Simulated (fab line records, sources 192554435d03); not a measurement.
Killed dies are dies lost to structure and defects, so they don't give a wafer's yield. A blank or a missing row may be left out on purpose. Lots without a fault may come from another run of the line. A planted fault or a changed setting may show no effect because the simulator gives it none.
Problem report in the 8D (eight disciplines) form, filled by code | flow n5_finfet | the parts of the form that need people (team, actions taken, sign-off) are left out

1. THE PROBLEM
oes_product_au at N5_GATE_CUT_HM_OPEN_40 reads a mean of 0.30 a.u. on 2 wafers of 2 lots; wafers without a fault read 0.70 a.u. with a standard deviation of 0.095. That is -4.2 standard deviations from the usual mean.
The step: chemistry C4F6/O2, target SiO2, target depth 139 nm, time 85.1 s.
First seen on wafer L280.6, day 10 03:16, on rie_diel-05. The record holds 19 wafers of 7 lots with a number at this step. Rule for "out", or "out of limits": more than 4 standard deviations from the usual mean. The other wafers with a number count as sound.

2. WHAT IT IS AND WHAT IT IS NOT
question                    | is                | is not
which readings at this step | oes_product_au    | chamber_pressure_mTorr, drypump_motor_current_A, rf_vpp_V, showerhead_plenum_p_Torr, throttle_valve_pct
which lots                  | L280, L281        | L259, L260, L267, L270, L274
which wafers of those lots  | L280.6, L281.1    | L280.4, L280.5, L281.2
read on which tools         | rie_diel-05       | rie_diel-04
when                        | from day 10 03:16 | up to then (16 sound wafers); but 1 sound wafer of L281 came after

3. SUSPECTS, AND WHAT RULES EACH OUT
Counting: a tool at a process step up to the reading stays a suspect if it ran every lot that is out. Sound lots after the first of them don't rule it out here, since some wafers of a struck lot are sound.
- rie_diel-05 at N5_GATE_CUT_STRIP_59 (strips in N2/H2, time 20 s): kept. It ran every lot that is out, first L280 (day 9 23:49); its last sound lot up to then is L259 (day 4 21:30).
- rie_diel-05 at N5_GATE_CUT_ETCH_37 (etches SOC in N2/H2, target depth 60 nm, overetch 12 nm, time 90 s): kept. It ran every lot that is out, first L280 (day 10 03:11); its last sound lot up to then is L274 (day 8 14:56).
- rie_diel-05 at N5_GATE_CUT_HM_OPEN_40 (chemistry C4F6/O2, target SiO2, target depth 139 nm, time 85.1 s): kept. It ran every lot that is out, first L280 (day 10 03:16); its last sound lot up to then is L274 (day 8 15:01). Its own readings are out on those wafers: oes_product_au.
- Within rie_diel-05 at N5_GATE_CUT_ETCH_37: the wafers that are out ran in chamber 1; their sound lot-mates ran in chambers 0, 2.
- Within rie_diel-05 at N5_GATE_CUT_HM_OPEN_40: the wafers that are out ran in chamber 1; their sound lot-mates ran in chambers 0, 2.
Left after counting: rie_diel-05 at N5_GATE_CUT_STRIP_59, rie_diel-05 at N5_GATE_CUT_ETCH_37, rie_diel-05 at N5_GATE_CUT_HM_OPEN_40.

4. THE CAUSE (what the simulator had put in)
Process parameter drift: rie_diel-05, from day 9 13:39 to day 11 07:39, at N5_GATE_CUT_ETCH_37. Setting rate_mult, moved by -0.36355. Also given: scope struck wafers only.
Counting left 3 suspects, and this tool is among them.

5. THE CHAIN OF EFFECTS, in route order
Each row: a reading whose mean over the struck wafers that have a number lies more than 3 standard deviations from the usual. Only readings for which the record gives a usual standard deviation are gone through. hours: the time from each lot's start at the first step in this table that gives one to its start at this step, as a median over the lots. sigmas: the change in usual standard deviations.
hours | step                    | reading             | usual     | on struck wafers | change | sigmas
0     | N5_GATE_CUT_HM_OPEN_40  | oes_product_au      | 0.70 a.u. | 0.30             | -0.39  | -4.2
0     | N5_GATE_CUT_ETCH_19     | etch_rf_on_time_s   | 77.2 s    | 191.8            | +114.6 | +72
0     | N5_GATE_CUT_ETCH_19     | oes_product_au      | 0.66 a.u. | 0.26             | -0.40  | -4.5
0     | N5_GATE_CUT_CUT_ETCH_53 | etch_rf_on_time_s   | 26.2 s    | 34.3             | +8.1   | +15
0     | N5_GATE_CUT_CUT_ETCH_53 | oes_product_au      | 0.71 a.u. | 0.21             | -0.50  | -3.8
211   | N5_PASSIVATION_PROBE_49 | killed_at_front_end | 39        | 1128             | +1088  | +99
211   | N5_PASSIVATION_PROBE_49 | killed_dies         | 101       | 1180             | +1079  | +54
211   | N5_PASSIVATION_PROBE_49 | killed_on_rim       | 13        | 152              | +139   | +34
The process steps in it:
- N5_GATE_CUT_HM_OPEN_40: chemistry C4F6/O2, target SiO2, target depth 139 nm, time 85.1 s.
- N5_GATE_CUT_ETCH_19: etches SiNx in CH3F/O2, target depth 53.7 nm, time 76.7 s.
- N5_GATE_CUT_CUT_ETCH_53: etches W in SF6/Cl2, target depth 79.2 nm.
- N5_PASSIVATION_PROBE_49

6. WHAT WOULD HAVE CAUGHT IT SOONER
In this record the first reading out of limits was taken at day 10 03:16, 14 hours after the fault began at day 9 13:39.
Of the tool readings at N5_GATE_CUT_ETCH_37 for which the record gives a usual standard deviation, none was out on any struck wafer, so an alarm limit of 4 standard deviations on them would not have fired.
Of the lots that are out (2), L281 began N5_GATE_CUT_ETCH_37 on rie_diel-05 after day 10 03:16. A hold on the tool at that time would have spared it.
